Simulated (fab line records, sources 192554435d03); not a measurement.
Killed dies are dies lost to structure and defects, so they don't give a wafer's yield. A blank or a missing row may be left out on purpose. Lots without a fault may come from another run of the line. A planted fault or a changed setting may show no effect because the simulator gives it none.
fab line records | flow n5_finfet | part 1 of 2: steps 1 to 4 of 6
record lots=24 wafers=72 last_day=18
route steps=1938 shown BEOL_M4@1093 BEOL_M5@1112 BEOL_M6@1210
lots that met no fault: from a run of the same line without faults
start_h: hours from the record's first day to the start of the lot's first wafer shown | wait_h: hours since the lot's step before | " the same as in the row above | L1.1+2: a row that stands for several wafers | - no value, or no start given | * or withheld: withheld | < > ~ a bound
route shown NAME@n: a module of which the file shows steps, and the number in the route of the first | usual: mean/standard deviation of fault-free wafers | same: alike in all rows | chamber/n: place in a boat | sites: the reading at each site | _std_site: their standard deviation | _edge_site: outer sites' mean less inner sites' | radius_mm: how far each site lies from the wafer's centre | mask NAME#n: copy n | behind: the tool/chamber that last shaped the wafer | hold: why the lot was held/for how many hours/how that ended | device: the transistor (n, p or np) that didn't switch | end of line: the same wafers' tests at the end of the route | a step without rows: its recipe alone | killed: dies lost to structure and defects at the first sort, not the wafer's yield | map: a wafer's dies, x killed, . not, _ none there
set.NAME: the setting as run; set.NAME@STEP: as run at that earlier step | model.NAME: the simulator's own value behind a step, which no gauge read
steps of the route over a sample of lots; a table a step, a row a wafer
services: from which hour (start_h, from the record's first day; less than 0 if before it) a tool's chamber was out of use, for how many hours, and why
## steps
# step N5_BEOL_M4_ANNEAL_89
# recipe temp_c=400 time_s=240 ambient=vacuum
# usual heater_power_w=816/82 susceptor_temp_C_max=401.0/0.38
# same time_s=240
# columns lot.wafer tool chamber start_h wait_h heater_power_w susceptor_temp_C_max
L075.2 pvd_sputter-01 - 183.53 0.0 876 400.5
L075.3 " - " " 847 400.7
L075.5 " - " " 827 401.8
L074.2 pvd_sputter-03 - 184.10 0.0 785 401.3
L074.5 " - " " 721 400.8
L074.6 " - " " 885 400.9
L076.1 pvd_sputter-02 - 198.33 0.0 835 401.3
L076.2 " - " " 763 401.6
L076.5 " - " " 758 401.1
L077.1 pvd_sputter-03 - 198.49 0.0 894 400.8
L077.2 " - " " 724 400.4
L077.5 " - " " 744 400.5
L078.1 pvd_sputter-02 - 204.73 0.0 766 402.1
L078.4 " - " " 705 401.1
L078.6 " - " " 855 400.6
L081.2 pvd_sputter-01 - 214.86 0.0 1057 401.7
L081.5 " - " " 818 401.2
L081.6 " - " " 856 400.5
L082.1 pvd_sputter-01 - 224.10 0.0 825 401.6
L082.5 " - " " 855 400.9
L082.6 " - " " 831 401.3
L080.1 pvd_sputter-01 - 227.58 0.0 827 401.1
L080.3 " - " " 860 400.9
L080.4 " - " " 835 400.5
L079.2 pvd_sputter-03 - 229.38 0.0 807 401.0
L079.3 " - " " 744 400.4
L079.4 " - " " 747 400.4
L083.1 pvd_sputter-02 - 231.52 0.0 709 401.0
L083.3 " - " " 753 401.3
L083.4 " - " " 831 401.0
L084.1 pvd_sputter-03 - 234.09 0.0 742 401.0
L084.3 " - " " 880 401.0
L084.6 " - " " 731 400.7
L085.1 pvd_sputter-02 - 246.82 0.0 754 401.6
L085.3 " - " " 840 401.5
L085.6 " - " " 821 401.4
L086.3 pvd_sputter-03 - 247.05 0.0 740 400.6
L086.4 " - " " 895 400.6
L086.5 " - " " 711 400.9
L087.1 pvd_sputter-03 - 261.99 0.0 893 401.1
L087.4 " - " " 775 400.8
L087.5 " - " " 804 400.7
L090.2 pvd_sputter-03 - 265.01 0.0 740 401.0
L090.4 " - " " 910 400.6
L090.6 " - " " 868 400.5
L088.1 pvd_sputter-01 - 265.15 0.0 839 400.4
L088.3 " - " " 1055 401.1
L088.6 " - " " 798 401.2
L089.1 pvd_sputter-03 - 276.15 0.0 864 400.6
L089.3 " - " " 759 400.7
L089.5 " - " " 895 400.3
L092.4 pvd_sputter-02 - 279.14 0.0 838 401.4
L092.5 " - " " 841 401.0
L092.6 " - " " 778 401.5
L091.1 pvd_sputter-01 - 279.31 0.0 855 401.0
L091.5 " - " " 856 400.6
L091.6 " - " " 822 401.8
L093.2 pvd_sputter-03 - 282.41 0.0 904 400.6
L093.4 " - " " 740 400.7
L093.5 " - " " 716 400.9
L094.2 pvd_sputter-02 - 298.52 0.0 841 401.0
L094.4 " - " " 699 400.5
L094.6 " - " " 866 401.0
L095.1 pvd_sputter-01 - 305.67 0.0 820 401.2
L095.4 " - " " 826 400.5
L095.5 " - " " 847 400.7
L097.4 pvd_sputter-02 - 310.97 0.0 821 401.4
L097.5 " - " " 767 401.2
L097.6 " - " " 840 401.1
L096.2 pvd_sputter-03 - 314.27 0.0 737 400.5
L096.4 " - " " 762 400.5
L096.6 " - " " 776 401.0
# step N5_BEOL_M4_ANNEAL_95
# recipe temp_c=400 time_s=240 ambient=vacuum
# usual heater_power_w=816/79 susceptor_temp_C_max=401.0/0.4
# same time_s=240
# columns lot.wafer tool chamber start_h wait_h heater_power_w susceptor_temp_C_max
L075.2 pvd_sputter-01 - 184.19 0.0 870 400.7
L075.3 " - " " 837 400.4
L075.5 " - " " 825 401.2
L074.2 pvd_sputter-03 - 184.76 0.0 786 401.0
L074.5 " - " " 728 400.7
L074.6 " - " " 875 401.0
L076.1 pvd_sputter-02 - 198.99 0.0 840 401.0
L076.2 " - " " 752 400.7
L076.5 " - " " 760 401.4
L077.1 pvd_sputter-03 - 199.15 0.0 855 400.5
L077.2 " - " " 725 400.8
L077.5 " - " " 744 400.4
L078.1 pvd_sputter-02 - 205.39 0.0 787 401.5
L078.4 " - " " 720 401.7
L078.6 " - " " 837 401.6
L081.2 pvd_sputter-01 - 215.58 0.0 1027 400.9
L081.5 " - " " 820 401.5
L081.6 " - " " 839 400.9
L082.1 pvd_sputter-01 - 224.84 0.0 817 401.3
L082.5 " - " " 849 400.6
L082.6 " - " " 821 401.1
L080.1 pvd_sputter-01 - 228.33 0.0 816 401.5
L080.3 " - " " 829 400.6
L080.4 " - " " 854 400.5
L079.2 pvd_sputter-03 - 230.04 0.0 802 400.7
L079.3 " - " " 736 400.9
L079.4 " - " " 747 400.3
L083.1 pvd_sputter-02 - 232.18 0.0 730 400.5
L083.3 " - " " 747 401.1
L083.4 " - " " 829 401.6
L084.1 pvd_sputter-03 - 234.75 0.0 744 400.2
L084.3 " - " " 898 400.9
L084.6 " - " " 738 400.7
L085.1 pvd_sputter-02 - 247.48 0.0 743 401.2
L085.3 " - " " 839 400.9
L085.6 " - " " 836 400.6
L086.3 pvd_sputter-03 - 247.71 0.0 741 400.8
L086.4 " - " " 898 400.8
L086.5 " - " " 733 400.8
L087.1 pvd_sputter-03 - 262.65 0.0 894 400.8
L087.4 " - " " 758 400.2
L087.5 " - " " 779 400.9
L090.2 pvd_sputter-03 - 265.67 0.0 757 400.6
L090.4 " - " " 888 400.7
L090.6 " - " " 884 401.0
L088.1 pvd_sputter-01 - 265.81 0.0 833 400.7
L088.3 " - " " 1034 401.4
L088.6 " - " " 824 401.1
L089.1 pvd_sputter-03 - 276.81 0.0 876 401.0
L089.3 " - " " 732 400.6
L089.5 " - " " 871 400.7
L092.4 pvd_sputter-02 - 279.80 0.0 900 401.0
L092.5 " - " " 851 401.1
L092.6 " - " " 767 401.2
L091.1 pvd_sputter-01 - 279.97 0.0 854 401.4
L091.5 " - " " 833 400.6
L091.6 " - " " 787 401.8
L093.2 pvd_sputter-03 - 283.07 0.0 868 400.9
L093.4 " - " " 734 401.0
L093.5 " - " " 730 400.6
L094.2 pvd_sputter-02 - 299.18 0.0 802 401.1
L094.4 " - " " 710 400.9
L094.6 " - " " 882 401.3
L095.1 pvd_sputter-01 - 306.33 0.0 817 401.1
L095.4 " - " " 848 400.9
L095.5 " - " " 852 401.0
L097.4 pvd_sputter-02 - 311.63 0.0 855 401.2
L097.5 " - " " 761 401.7
L097.6 " - " " 860 400.8
L096.2 pvd_sputter-03 - 315.01 0.0 740 400.5
L096.4 " - " " 777 401.2
L096.6 " - " " 781 400.3
# step N5_BEOL_M5_ILD_DEP_00
# recipe material=SiCOH_lowk target_thk_a=1406.4 temp_c=300 precursor=DEMS/porogen pressure_torr=5 rf_w=500 time_s=25.9
# usual heater_power_outer_w=150/25 heater_power_w=326/41 rf_fwd_power_W=493.8/2.1 showerhead_plenum_p_Torr=5.742/0.016 showerhead_vpp_V=1324/75 throttle_valve_pct=13.9/0.91
# same time_s=25.9
# columns lot.wafer tool chamber start_h wait_h heater_power_outer_w heater_power_w rf_fwd_power_W showerhead_plenum_p_Torr showerhead_vpp_V throttle_valve_pct
L075.2 pecvd-02 0 186.61 0.7 132 316 494.9 5.716 1269 13.6
L075.3 " 1 " " 172 355 493.5 5.715 1307 13.1
L075.5 " 0 " " 133 324 495.6 5.743 1262 13.3
L074.2 pecvd-02 0 187.84 0.7 180 381 497.8 5.741 1281 13.6
L074.5 " 1 " " 162 342 493.6 5.714 1316 13.2
L074.6 " 0 " " 181 381 498.1 5.729 1260 13.2
L076.1 pecvd-01 0 201.20 0.8 124 282 490.3 5.759 1280 15.3
L076.2 " 1 " " 133 261 495.1 5.762 1396 15.1
L076.5 " 2 " " 149 327 491.1 5.735 1259 12.3
L077.1 pecvd-02 1 202.13 0.8 193 385 493.6 5.723 1324 13.2
L077.2 " 0 " " 141 330 498.8 5.744 1280 13.5
L077.5 " 0 " " 151 330 493.9 5.732 1254 13.2
L078.1 pecvd-04 2 208.03 0.8 162 343 495.5 5.741 1338 14.0
L078.4 " 0 " " 149 305 495.2 5.765 1238 14.0
L078.6 " 1 " " 119 310 495.3 5.729 1541 14.3
L081.2 pecvd-02 1 217.83 0.7 199 379 492.8 5.722 1309 13.3
L081.5 " 2 " " 129 330 492.3 5.747 1313 13.4
L081.6 " 1 " " 192 392 491.6 5.703 1322 13.0
L082.1 pecvd-04 2 227.07 0.8 158 334 495.9 5.747 1351 14.3
L082.5 " 1 " " 133 317 493.0 5.715 1529 14.5
L082.6 " 0 " " 119 275 493.9 5.758 1258 14.4
L080.1 pecvd-01 1 230.66 0.8 132 262 494.8 5.759 1402 14.9
L080.3 " 0 " " 132 292 495.6 5.755 1291 15.5
L080.4 " 1 " " 135 266 492.2 5.746 1418 15.2
L079.2 pecvd-02 2 232.52 0.7 143 359 492.7 5.744 1287 13.5
L079.3 " 0 " " 153 331 496.6 5.723 1293 13.1
L079.4 " 2 " " 147 348 491.0 5.735 1307 13.7
L083.1 pecvd-01 0 235.27 0.8 146 306 493.6 5.753 1287 15.4
L083.3 " 2 " " 150 326 493.7 5.759 1227 12.8
L083.4 " 2 " " 152 323 494.7 5.753 1263 12.4
L084.1 pecvd-02 2 237.76 0.8 153 354 494.1 5.763 1316 13.7
L084.3 " 1 " " 151 325 493.3 5.722 1305 12.8
L084.6 " 2 " " 152 362 491.4 5.738 1302 13.4
L085.1 pecvd-02 0 249.68 0.8 173 371 495.6 5.733 1270 13.3
L085.3 " 2 " " 156 375 492.1 5.738 1280 13.6
L085.6 " 2 " " 100 288 491.1 5.749 1313 13.7
L086.3 pecvd-02 1 249.95 0.5 174 354 493.1 5.735 1320 13.0
L086.4 " 1 " " 187 365 489.5 5.731 1308 13.0
L086.5 " 0 " " 170 360 500.1 5.736 1273 13.5
L087.1 pecvd-01 0 264.87 0.8 158 327 493.7 5.760 1266 15.7
L087.4 " 2 " " 168 336 493.5 5.764 1238 12.7
L087.5 " 1 " " 105 231 494.2 5.774 1421 15.1
L088.1 pecvd-01 2 268.01 0.8 182 362 493.3 5.750 1239 13.0
L088.3 " 1 " " 115 239 491.8 5.760 1441 15.0
L088.6 " 2 " " 185 359 493.2 5.760 1247 12.5
L090.2 pecvd-02 1 268.14 0.7 195 378 491.9 5.730 1305 13.2
L090.4 " 2 " " 131 329 494.3 5.747 1300 13.5
L090.6 " 1 " " 189 375 492.8 5.739 1346 13.1
L089.1 pecvd-04 1 279.10 0.8 111 285 491.7 5.718 1518 14.5
L089.3 " 0 " " 130 281 494.1 5.753 1268 14.1
L089.5 " 2 " " 159 336 497.2 5.737 1365 14.2
L092.4 pecvd-01 2 282.10 0.4 179 356 491.6 5.746 1258 12.8
L092.5 " 0 " " 152 325 493.9 5.759 1278 15.5
L092.6 " 1 " " 116 245 494.6 5.757 1419 15.3
L091.1 pecvd-04 2 282.60 0.8 180 365 497.3 5.744 1366 14.3
L091.5 " 1 " " 131 323 491.5 5.718 1536 14.4
L091.6 " 2 " " 181 369 495.2 5.742 1349 14.3
L093.2 pecvd-02 1 285.27 0.7 149 328 493.9 5.724 1301 13.2
L093.4 " 2 " " 158 369 490.0 5.751 1336 13.6
L093.5 " 0 " " 178 365 493.1 5.729 1263 13.2
L094.2 pecvd-04 2 301.40 0.7 181 369 496.8 5.756 1340 14.3
L094.4 " 1 " " 111 289 490.8 5.724 1519 14.5
L094.6 " 2 " " 189 374 496.1 5.733 1376 14.4
L095.1 pecvd-02 2 308.65 0.8 150 363 489.6 5.751 1308 13.6
L095.4 " 0 " " 150 329 497.6 5.724 1268 13.4
L095.5 " 2 " " 146 365 492.2 5.738 1297 13.4
L097.4 pecvd-01 1 313.92 0.4 115 243 493.1 5.761 1400 15.1
L097.5 " 0 " " 141 298 494.8 5.755 1279 15.5
L097.6 " 2 " " 168 345 494.2 5.744 1246 12.5
L096.2 pecvd-01 2 317.27 0.7 164 352 492.1 5.751 1258 12.5
L096.4 " 1 " " 111 233 493.2 5.754 1441 15.2
L096.6 " 2 " " 169 360 492.6 5.747 1253 12.6
# step N5_BEOL_M5_CD_MEAS_28
# recipe target_cd_nm=30.6 landing_energy_ev=500 detector=se_inlens target_cd_y_nm=20 polarity=opening
# usual cd_nm=30.61/0.25
# columns lot.wafer tool chamber start_h wait_h cd_nm
L075.2 cd_sem-01 0 190.03 - 30.48
L075.3 " 0 " " 30.26
L075.5 " 0 " " 30.62
L074.2 cd_sem-03 0 192.58 - 30.60
L074.5 " 0 " " 30.55
L074.6 " 0 " " 30.71
L076.1 cd_sem-01 0 204.62 - 30.73
L076.2 " 0 " " 30.77
L076.5 " 0 " " 30.40
L077.1 cd_sem-03 0 204.79 - 30.42
L077.2 " 0 " " 30.44
L077.5 " 0 " " 30.68
L078.1 cd_sem-02 0 211.38 - 30.83
L078.4 " 0 " " 30.95
L078.6 " 0 " " 31.09
L081.2 cd_sem-02 0 222.39 - 30.82
L081.5 " 0 " " 30.78
L081.6 " 0 " " 30.48
L082.1 cd_sem-01 0 232.93 - 30.66
L082.5 " 0 " " 30.69
L082.6 " 0 " " 30.93
L080.1 cd_sem-02 0 238.45 - 30.59
L080.3 " 0 " " 30.44
L080.4 " 0 " " 30.62
L079.2 cd_sem-02 0 238.50 - 31.04
L079.3 " 0 " " 30.90
L079.4 " 0 " " 30.57
L084.1 cd_sem-02 0 242.98 - 31.07
L084.3 " 0 " " 30.92
L084.6 " 0 " " 30.63
L083.1 cd_sem-01 0 244.06 - 30.43
L083.3 " 0 " " 30.49
L083.4 " 0 " " 30.96
L085.1 cd_sem-03 0 252.22 - 30.19
L085.3 " 0 " " 30.89
L085.6 " 0 " " 30.65
L086.3 cd_sem-02 0 252.47 - 30.80
L086.4 " 0 " " 30.77
L086.5 " 0 " " 30.77
L087.1 cd_sem-01 0 268.51 - 30.34
L087.4 " 0 " " 30.78
L087.5 " 0 " " 30.57
L090.2 cd_sem-03 0 270.76 - 30.39
L090.4 " 0 " " 30.91
L090.6 " 0 " " 30.47
L088.1 cd_sem-01 0 276.25 - 30.94
L088.3 " 0 " " 30.59
L088.6 " 0 " " 30.31
L089.1 cd_sem-03 0 283.00 - 30.42
L089.3 " 0 " " 30.48
L089.5 " 0 " " 30.67
L091.1 cd_sem-02 0 286.29 - 30.83
L091.5 " 0 " " 31.08
L091.6 " 0 " " 30.52
L092.4 cd_sem-01 0 286.73 - 30.93
L092.5 " 0 " " 30.60
L092.6 " 0 " " 30.47
L093.2 cd_sem-02 0 288.95 - 30.96
L093.4 " 0 " " 30.33
L093.5 " 0 " " 30.67
L094.2 cd_sem-03 0 305.20 - 30.92
L094.4 " 0 " " 30.84
L094.6 " 0 " " 30.36
L095.1 cd_sem-03 0 315.19 - 30.58
L095.4 " 0 " " 30.12
L095.5 " 0 " " 29.95
L097.4 cd_sem-03 0 319.27 - 30.88
L097.5 " 0 " " 30.89
L097.6 " 0 " " 30.35
L096.2 cd_sem-01 0 321.46 - 30.58
L096.4 " 0 " " 30.18
L096.6 " 0 " " 30.88
